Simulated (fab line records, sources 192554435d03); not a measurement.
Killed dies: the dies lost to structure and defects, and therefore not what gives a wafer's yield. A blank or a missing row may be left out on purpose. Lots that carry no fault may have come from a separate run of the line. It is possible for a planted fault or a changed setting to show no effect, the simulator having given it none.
What tool caused it? | flow n5-finfet | 29 wafers from 10 lots sampled at 5 of the route's 1938 steps

## WHAT THE GAUGES SHOWED, per wafer
N5_BEOL_M0_SAQP_THK_MEAS_05. Usual: thk-nm at 59.7 nm, with a standard deviation of 0.82.
lot  | measured     | on            | thk-nm (nm)    | flag
L827 | day 5 14:46  | film-metro-01 | 59.3 58.9 60.5 |
L829 | day 6 14:23  | film-metro-02 | 59.4 59.9 60.4 |
L833 | day 7 04:46  | film-metro-01 | 58.8 58.6 60.3 |
L834 | day 7 08:16  | film-metro-01 | 59.9 60.8      |
L843 | day 9 16:32  | film-metro-02 | 58.4 58.9 59.0 |
L846 | day 10 07:37 | film-metro-02 | 59.1 58.0 59.8 |
L848 | day 10 20:56 | film-metro-01 | 59.6 60.7 60.7 |
L847 | day 11 00:02 | film-metro-01 | 60.8 60.5 61.3 |
L849 | day 11 01:22 | film-metro-01 | 59.7 60.7 59.6 |
L850 | day 11 06:14 | film-metro-01 | 59.6 60.8 60.2 |

N5_BEOL_M0_SAQP_OVL_MEAS_15. Usual: M0_CORE_OVL -0.1 nm, standard deviation 0.73.
lot  | measured     | on         | M0_CORE_OVL (nm) | flag
L827 | day 5 15:09  | overlay-02 | -0.1 0.3 1.1     |
L829 | day 6 14:48  | overlay-02 | -0.2 1.1 -0.1    |
L833 | day 7 05:17  | overlay-01 | -0.6 -0.9 -0.5   |
L834 | day 7 08:47  | overlay-02 | 0.3 0.2          |
L843 | day 9 16:55  | overlay-02 | -1.0 -0.4 -0.3   |
L846 | day 10 08:08 | overlay-02 | -0.4 0.2 -0.6    |
L848 | day 10 21:27 | overlay-02 | -0.2 -0.2 0.8    |
L847 | day 11 00:32 | overlay-01 | 0.4 0.0 -0.5     |
L849 | day 11 01:53 | overlay-02 | 0.6 -0.5 -1.1    |
L850 | day 11 06:37 | overlay-02 | -0.8 0.5 0.5     |

N5_BEOL_M4_RC_MEAS_101. Usual: DIBL_N 35.9 mV/V, standard deviation 1.4; DIBL_P 35.9 mV/V, standard deviation 1.7; IOFF_N 0.160 nA/um, standard deviation 0.026; IOFF_P 0.21 nA/um, standard deviation 0.036; ION_N 672 uA/um, standard deviation 11; ION_P 461 uA/um, standard deviation 8.1; SS_N 71.4 mV/dec, standard deviation 0.54; SS_P 73.2 mV/dec, standard deviation 0.67; VT_N 249.3 mV, standard deviation 2.7; VT_P -250 mV, standard deviation 3.9.
lot  | measured     | on        | DIBL_N (mV/V)  | DIBL_P (mV/V)  | IOFF_N (nA/um)    | IOFF_P (nA/um) | ION_N (uA/um) | ION_P (uA/um) | SS_N (mV/dec)  | SS_P (mV/dec)  | VT_N (mV)         | VT_P (mV)      | flag
L827 | day 7 17:38  | prober-01 | 35.5 34.1 34.8 | 35.6 33.7 34.4 | 0.172 0.148 0.159 | 0.26 0.23 0.24 | 685 678 681   | 473 478 474   | 71.3 71.3 71.0 | 73.5 73.0 72.9 | 250.0 248.9 248.9 | -243 -246 -244 |
L829 | day 9 00:26  | prober-01 | 34.8 36.4 32.5 | 34.6 37.3 32.9 | 0.127 0.172 0.114 | 0.20 0.26 0.19 | 660 683 669   | 460 474 470   | 71.4 71.5 70.7 | 71.7 73.3 72.3 | 253.8 250.2 250.5 | -248 -246 -247 |
L833 | day 9 05:35  | prober-01 | 35.8 37.2 35.4 | 37.4 38.3 36.6 | 0.168 0.183 0.158 | 0.24 0.24 0.21 | 689 681 666   | 473 463 459   | 71.4 71.7 70.7 | 73.3 73.6 73.8 | 248.0 246.9 249.3 | -249 -247 -252 |
L834 | day 9 16:59  | prober-01 | 36.4 35.4      | 35.9 34.2      | 0.160 0.147       | 0.23 0.20      | 677 670       | 474 465       | 71.3 70.6      | 73.2 72.6      | 248.7 249.6       | -247 -246      |
L843 | day 12 01:50 | prober-01 | 36.9 35.4 35.4 | 35.9 34.5 34.0 | 0.178 0.158 0.147 | 0.21 0.20 0.18 | 678 664 662   | 461 453 445   | 72.2 72.0 71.9 | 73.9 72.6 73.1 | 247.4 249.4 252.3 | -249 -252 -254 |
L846 | day 13 00:23 | prober-01 | 35.5 37.5 35.4 | 35.9 38.4 35.7 | 0.162 0.193 0.156 | 0.25 0.28 0.24 | 663 680 667   | 465 472 462   | 72.1 72.4 71.2 | 72.7 74.2 72.8 | 249.5 248.3 249.9 | -243 -244 -248 |
L848 | day 13 03:45 | prober-02 | 40.2 35.4 37.4 | 39.1 34.9 37.0 | 0.228 0.132 0.165 | 0.27 0.19 0.22 | 677 672 682   | 468 462 465   | 72.5 70.7 71.2 | 74.4 72.5 73.3 | 246.0 252.0 247.7 | -248 -254 -249 |
L847 | day 13 21:21 | prober-02 | 36.1 37.1 37.0 | 34.4 36.0 36.6 | 0.142 0.142 0.158 | 0.15 0.17 0.18 | 664 643 674   | 450 441 450   | 70.9 71.9 71.8 | 72.8 73.1 73.2 | 249.5 253.3 248.2 | -258 -254 -255 |
L849 | day 13 21:41 | prober-01 | 36.2 35.4 34.2 | 37.0 37.1 34.5 | 0.186 0.171 0.136 | 0.23 0.22 0.18 | 670 690 660   | 458 465 451   | 72.1 71.6 71.1 | 73.9 74.4 72.8 | 245.1 248.0 251.7 | -248 -250 -253 |
L850 | day 14 04:16 | prober-02 | 36.1 35.0 38.2 | 36.2 35.4 39.4 | 0.149 0.136 0.190 | 0.18 0.17 0.24 | 665 678 675   | 456 459 462   | 71.0 70.9 71.5 | 72.9 73.7 74.2 | 252.6 253.1 249.5 | -253 -255 -248 |

## TOOL THAT RAN EACH LOT (tool first, then ch and the chambers of the sampled wafers, then the start)
lot  | N5_BEOL_M0_SAQP_PECVD_04        | N5_BEOL_M0_SAQP_ETCH_102
L827 | pecvd-03 ch 0,2, day 5 14:40    | rie-si-05 ch 0,2,3, day 5 16:57
L829 | pecvd-02 ch 0,1,2, day 6 14:17  | rie-si-05 ch 0,1,3, day 6 18:25
L833 | pecvd-01 ch 1,2, day 7 04:40    | rie-si-03 ch 1,2,3, day 7 07:43
L834 | pecvd-03 ch 0, day 7 08:10      | rie-si-03 ch 0,2, day 7 10:38
L843 | pecvd-01 ch 0,1, day 9 16:24    | rie-si-05 ch 0,3, day 9 18:49
L846 | pecvd-03 ch 0,1, day 10 07:32   | rie-si-05 ch 0,2,3, day 10 10:11
L848 | pecvd-02 ch 0,2, day 10 20:49   | rie-si-03 ch 1,3, day 11 00:32
L847 | pecvd-02 ch 0,1,2, day 10 23:56 | rie-si-03 ch 1,2,3, day 11 02:48
L849 | pecvd-03 ch 1,2, day 11 01:16   | rie-si-02 ch 0,2,3, day 11 03:50
L850 | pecvd-02 ch 0,1, day 11 06:08   | rie-si-03 ch 1,2, day 11 08:28
- N5_BEOL_M0_SAQP_PECVD_04: deposits a-Si from SiH4/He, target thk 60 nm, time 60.2 s.
- N5_BEOL_M0_SAQP_ETCH_102: etches SiO2 in CF4, target depth 4 nm, time 4.4 s.

## AS READ BY THE TOOLS THEMSELVES (means over the sampled wafers that have a number; for cases with no such wafer, the mark the record gives instead)
N5_BEOL_M0_SAQP_PECVD_04. Usual: heater-power-w 659 W, standard deviation 98; showerhead-plenum-p-Torr 5.68 Torr, standard deviation 0.044; throttle-valve-pct 18.0 %, standard deviation 0.79.
lot  | tool     | heater-power-w (W) | showerhead-plenum-p-Torr (Torr) | throttle-valve-pct (%) | flag
L827 | pecvd-03 | 579                | 5.67                            | 18.3                   |
L829 | pecvd-02 | 677                | 5.70                            | 17.9                   |
L833 | pecvd-01 | 650                | 5.67                            | 17.5                   |
L834 | pecvd-03 | 518                | 5.64                            | 19.3                   |
L843 | pecvd-01 | 562                | 5.61                            | 18.3                   |
L846 | pecvd-03 | 579                | 5.67                            | 18.5                   |
L848 | pecvd-02 | 709                | 5.67                            | 17.4                   |
L847 | pecvd-02 | 708                | 5.69                            | 18.2                   |
L849 | pecvd-03 | 639                | 5.70                            | 17.7                   |
L850 | pecvd-02 | 661                | 5.72                            | 18.4                   |

N5_BEOL_M0_SAQP_ETCH_102. Usual: drypump-motor-current-A 5.7 A, standard deviation 0.52; he-backside-leak-sccm 2.8 sccm, standard deviation 0.36; oes-product-au 0.990 a.u., standard deviation 0.023; throttle-valve-pct 21.92 %, standard deviation 0.24.
lot  | tool      | drypump-motor-current-A (A) | he-backside-leak-sccm (sccm) | oes-product-au (a.u.) | throttle-valve-pct (%) | flag
L827 | rie-si-05 | 6.0                         | 3.0                          | 0.989                 | 21.83                  |
L829 | rie-si-05 | 5.9                         | 2.9                          | 0.996                 | 21.64                  |
L833 | rie-si-03 | 5.2                         | 2.6                          | 1.060                 | 22.13                  | OFF
L834 | rie-si-03 | 5.6                         | 2.7                          | 1.212                 | 22.19                  | OFF
L843 | rie-si-05 | 5.9                         | 3.1                          | 1.002                 | 21.78                  |
L846 | rie-si-05 | 6.0                         | 2.9                          | 0.990                 | 21.84                  |
L848 | rie-si-03 | 5.5                         | 2.8                          | 0.973                 | 21.94                  |
L847 | rie-si-03 | 5.2                         | 2.5                          | 0.992                 | 22.03                  |
L849 | rie-si-02 | 6.3                         | 2.7                          | 1.004                 | 21.76                  |
L850 | rie-si-03 | 5.0                         | 2.5                          | 1.017                 | 22.10                  |

## THE ANSWER, worked out from the rows above alone
Rule: lot off if the mean of its wafers having a number is beyond 3 standard deviations from the usual mean. Also off: a lot with no number at a reading for which 4 or more lots have one. All remaining lots with rows at the step are treated as sound. Order of review: gauges by route order, followed by the tools' own readings, for which a lot's mean as printed above is used. At the first step where some lot is off, the reading lying furthest off is the one used; lots without a number count as furthest.
Off, at N5_BEOL_M0_SAQP_ETCH_102 on oes-product-au: L833, L834.
A tool fits if, at that step or a process step before it, it ran every lot that is off, and no sound lot after the first of them. Of those tried, none fits.

## WHAT THE SIMULATOR PUT IN
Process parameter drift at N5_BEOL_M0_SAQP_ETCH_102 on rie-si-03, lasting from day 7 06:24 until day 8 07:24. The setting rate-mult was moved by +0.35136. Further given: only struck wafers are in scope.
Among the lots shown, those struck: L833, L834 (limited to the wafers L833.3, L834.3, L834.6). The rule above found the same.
